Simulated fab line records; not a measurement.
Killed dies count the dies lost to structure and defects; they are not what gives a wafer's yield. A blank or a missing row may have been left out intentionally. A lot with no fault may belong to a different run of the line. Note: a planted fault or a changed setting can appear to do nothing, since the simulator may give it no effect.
Struck lot and sound lot, side by side / flow n5Finfet / 15 steps out of a route of 1938
Sound: these wafers, L979.1, L979.2, L979.4. Wafers L983.1, L983.3, L983.5 were the ones struck. At the end, the cause is stated.
Per side, at each step with rows, come the tool, then ch with its chambers, and then its first start. Under that, the readings that differ: sound wafers / struck wafers / difference of the means / sigmas: that difference in standard deviations of wafers without a fault.
alike: readings with means less than 2 such deviations apart, plus words and numbers identical on both sides. not compared: withheld readings, readings lacking a value on some wafer, bounds such as >300 that could conceal the same value, and numbers that have no deviation in the record and whose values overlap.
The two part at a step that has a row with sigmas, a row that says differs or no value, or rows on one side only. When numbers do not overlap yet have no deviation, they are printed without sigmas and do not part them. A reading missing from all wafers of one side parts the sides only when that side holds two or more wafers.

first, 1 step without rows for these wafers: N5_BEOL_M14_HARDBAKE_14 (time 120 s).
N5_BEOL_M14_CD_MEAS_10: the cd target is 250 nm.
  sound on cdSem-02 ch 0, day 12 19:29; struck on cdSem-03 ch 0, day 14 01:46
  alike: cdNm
N5_BEOL_M14_OVL_MEAS_11:
  sound on overlay-02 ch 0, day 12 19:31; struck on overlay-01 ch 0, day 14 01:48
  alike: V13_OVL
N5_BEOL_M14_INSPECT_12: inspects for defects (macro).
  sound on defectInspect-02, day 12 19:32; struck on defectInspect-02, day 14 01:49
  alike: rawDefectCount
N5_BEOL_M14_DESCUM_15: chemistry O2, time 7.9 s.
  sound on rieDiel-03 ch 0,2, day 12 19:34; struck on rieDiel-03 ch 1,2,3, day 14 01:53
  alike: drypumpMotorCurrentA, oesProductAu, rfVppV, showerheadPlenumPTorr, throttleValvePct
  not compared: rfHoursCounterH
N5_BEOL_M14_ETCH_59: etches BARC in N2/H2, target depth 89 nm, overetch 26.7 nm, time 67.9 s.
  sound on rieDiel-03 ch 0,2, day 12 19:37; struck on rieDiel-03 ch 1,2,3, day 14 01:55
  alike: drypumpMotorCurrentA, h2FlowSccm, oesProductAu, rfVppV, showerheadPlenumPTorr, throttleValvePct
  not compared: rfHoursCounterH
N5_BEOL_M14_VIA_ETCH_16: etches SiO2 in C4F8/O2/Ar, target depth 1231.3 nm.
  sound on rieDiel-03 ch 0,2, day 12 19:40; struck on rieDiel-03 ch 1,2,3, day 14 01:58
  alike: C4F8_flow_sccm, drypumpMotorCurrentA, oes_o_777_au, oesProductAu, rfVppV, showerheadPlenumPTorr, throttleValvePct
N5_BEOL_M14_STRIP_63: strips in O2.
  sound on rieDiel-03 ch 0,2; struck on rieDiel-03 ch 1,2,3
  alike: drypumpMotorCurrentA, oesProductAu, rfVppV, showerheadPlenumPTorr, throttleValvePct
  not compared: rfHoursCounterH
N5_BEOL_M14_STRIP_64: strips in O2.
  sound on rieDiel-03 ch 0,2; struck on rieDiel-03 ch 1,2,3
  alike: drypumpMotorCurrentA, oesProductAu, rfVppV, showerheadPlenumPTorr, throttleValvePct
  not compared: rfHoursCounterH
then, 2 steps without rows for these wafers: N5_BEOL_M14_STRIP_71 (strips in post etch residue remover, time 60 s); N5_BEOL_M14_SRD_72 (time 30 s, dry time 30 s).
N5_BEOL_M14_CD_MEAS_17: the cd target is 250 nm.
  sound on cdSem-03, day 12 20:00; struck on cdSem-03, day 14 02:20
  alike: cdNm
N5_BEOL_M14_COAT_65: time 60 s, resist thk 450 nm.
  sound on lithoTrack-01 ch 0, day 12 20:02; struck on lithoTrack-04 ch 0, day 14 02:22
reading=spinSpeedRpm (rpm); sound=1498.9 1501.4 1501.5; struck=1445.1 1443.2 1445.8; difference=-55.9; sigmas=-47
reading=model.SOC_of_BEOL_M14_COAT_65.thkNm (nm); sound=449.6 451.4 450.6; struck=459 459.6 459; difference=+9; sigmas=
then, 2 steps without rows for these wafers: N5_BEOL_M14_COAT_66 (time 60 s, resist thk 110 nm); N5_PASSIVATION_PROBE_49.

## WHERE THEY PART
At N5_BEOL_M14_COAT_65 and nowhere else, as far as this record goes.

WHY: what had been put in by the simulator
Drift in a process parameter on lithoTrack-04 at N5_BEOL_M14_COAT_65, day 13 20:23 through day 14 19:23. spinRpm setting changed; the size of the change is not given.
